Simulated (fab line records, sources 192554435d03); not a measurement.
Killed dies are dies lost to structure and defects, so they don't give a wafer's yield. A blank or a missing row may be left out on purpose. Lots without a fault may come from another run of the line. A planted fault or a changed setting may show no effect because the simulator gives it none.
Which tool did it? | flow n5_finfet | 7 lots, 21 wafers sampled, at 2 steps of a route of 1938

WHAT THE GAUGES READ, wafer by wafer
N5_BEOL_M13_RS_MEAS_54: measures by four-point-probe.
lot  | measured     | on            | M13_RS (ohm/sq)
L479 | day 11 20:56 | film_metro-01 | 0.0461 0.0473 0.0463
L482 | day 12 09:11 | film_metro-01 | 0.0466 0.0445 0.0466
L483 | day 13 01:27 | film_metro-01 | 0.0464 0.0456 0.0444
L492 | day 14 16:21 | film_metro-01 | 0.0449 0.0467 0.0451
L491 | day 15 09:08 | film_metro-02 | 0.0452 0.0443 0.0457
L494 | day 15 20:29 | film_metro-02 | 0.0447 0.0470 0.0468
L497 | day 16 05:45 | film_metro-02 | 0.0453 0.0456 0.0460

WHICH TOOL RAN EACH LOT (tool, then ch and the chambers of the sampled wafers, then the start)
lot  | N5_BEOL_M13_DEGAS_41
L479 | pvd_sputter-02, day 11 19:41
L482 | pvd_sputter-02, day 12 07:57
L483 | pvd_sputter-01, day 13 00:11
L492 | pvd_sputter-02, day 14 15:05
L491 | pvd_sputter-01, day 15 07:54
L494 | pvd_sputter-02, day 15 19:14
L497 | pvd_sputter-03, day 16 04:30
- N5_BEOL_M13_DEGAS_41: time 60 s.

THE ANSWER, worked out from the rows above alone
Rule: what is usual is taken from the lots themselves. Put in order of their means at a reading, lots are off if they are a third of the lots or fewer, leave a main group of 4 or more, and stand apart from it by a gap of 3 or more times the standard deviation of the main group's means; of several such gaps the widest counts. A main group whose means are all the same, to the digits that the tables above print for the reading, isn't used. A lot without any number at a reading at which 4 lots or more have one is off too. The other lots that the step has rows for count as sound.
No lot is off at any reading shown: from this, nothing can be told.

WHAT THE SIMULATOR HAD PUT IN
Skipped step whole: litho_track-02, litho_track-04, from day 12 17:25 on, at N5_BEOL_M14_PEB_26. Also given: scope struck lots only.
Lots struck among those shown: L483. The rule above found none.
